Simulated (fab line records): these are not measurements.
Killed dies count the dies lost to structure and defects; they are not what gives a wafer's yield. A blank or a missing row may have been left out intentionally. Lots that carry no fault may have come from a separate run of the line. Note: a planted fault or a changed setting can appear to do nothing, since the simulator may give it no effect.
What tool caused it? + flow n5Finfet + 11 lots, 33 wafers sampled, at 2 steps of a route of 1938

## WHAT THE GAUGES SHOWED, per wafer
N5_BEOL_M14_INSPECT_55: inspects for defects (darkfield). Usual: rawDefectCount 64, standard deviation 25.
| lot  | measured     | on               | rawDefectCount | flag |
|------|--------------|------------------|----------------|------|
| L944 | day 10 17:14 | defectInspect-01 | 31 75 40       |      |
| L946 | day 11 12:06 | defectInspect-01 | 77 98 158      |      |
| L947 | day 11 23:34 | defectInspect-01 | 63 65 83       |      |
| L948 | day 12 11:48 | defectInspect-02 | 61 68 63       |      |
| L951 | day 12 16:25 | defectInspect-01 | 85 95 139      |      |
| L950 | day 12 17:59 | defectInspect-01 | 25 33 42       |      |
| L956 | day 13 19:47 | defectInspect-02 | 33 67 59       |      |
| L958 | day 15 05:07 | defectInspect-02 | 32 54 53       |      |
| L963 | day 16 02:35 | defectInspect-01 | 48 57 59       |      |
| L964 | day 16 08:26 | defectInspect-02 | 77 108 116     |      |
| L965 | day 16 12:28 | defectInspect-02 | 99 54 90       |      |

## EACH LOT AND THE TOOL THAT RAN IT (in order: tool; ch and the chambers of the sampled wafers; start)
| lot  | N5_BEOL_M14_SPUTTER_43      |
|------|-----------------------------|
| L944 | pvdSputter-02, day 10 16:01 |
| L946 | pvdSputter-01, day 11 10:50 |
| L947 | pvdSputter-03, day 11 22:19 |
| L948 | pvdSputter-01, day 12 10:20 |
| L951 | pvdSputter-02, day 12 15:12 |
| L950 | pvdSputter-02, day 12 16:07 |
| L956 | pvdSputter-03, day 13 17:13 |
| L958 | pvdSputter-03, day 15 03:25 |
| L963 | pvdSputter-01, day 16 01:21 |
| L964 | pvdSputter-03, day 16 07:14 |
| L965 | pvdSputter-01, day 16 11:15 |
- N5_BEOL_M14_SPUTTER_43: material TaN, target thk 15 nm, time 24.19 s.

## WHAT THE TOOLS THEMSELVES READ (means of the sampled wafers that have a number; where no wafer has one, the mark that the record gives instead)
N5_BEOL_M14_SPUTTER_43. Usual: biasV 168.8 V, standard deviation 1.6; throttleValvePct 29.7 %, standard deviation 0.91.
| lot  | tool          | biasV (V) | throttleValvePct (%) | flag |
|------|---------------|-----------|----------------------|------|
| L944 | pvdSputter-02 | 169.2     | 29.8                 |      |
| L946 | pvdSputter-01 | 170.4     | 29.8                 |      |
| L947 | pvdSputter-03 | 169.5     | 29.5                 |      |
| L948 | pvdSputter-01 | 170.5     | 29.6                 |      |
| L951 | pvdSputter-02 | 168.5     | 29.8                 |      |
| L950 | pvdSputter-02 | 167.4     | 29.7                 |      |
| L956 | pvdSputter-03 | 169.6     | 29.2                 |      |
| L958 | pvdSputter-03 | 169.0     | 29.5                 |      |
| L963 | pvdSputter-01 | 170.9     | 30.6                 |      |
| L964 | pvdSputter-03 | 169.2     | 30.0                 |      |
| L965 | pvdSputter-01 | 167.0     | 29.7                 |      |

## THE ANSWER, worked out from the rows above alone
Rule: a lot counts as off when the mean over its wafers that have a number is more than 3 standard deviations away from the usual mean. A lot without any number at a reading at which 4 lots or more have one is off too. Any other lot the step has rows for is counted as sound. After the gauges, taken in route order, come the tools' own readings; for these a lot's mean is taken, as printed above. The first step at which some lot is off is used, and at that step the reading that is off furthest; a lot without a number counts as furthest.
No lot is off on any of the readings shown, so nothing can be concluded from this.

## WHAT THE SIMULATOR HAD INSERTED
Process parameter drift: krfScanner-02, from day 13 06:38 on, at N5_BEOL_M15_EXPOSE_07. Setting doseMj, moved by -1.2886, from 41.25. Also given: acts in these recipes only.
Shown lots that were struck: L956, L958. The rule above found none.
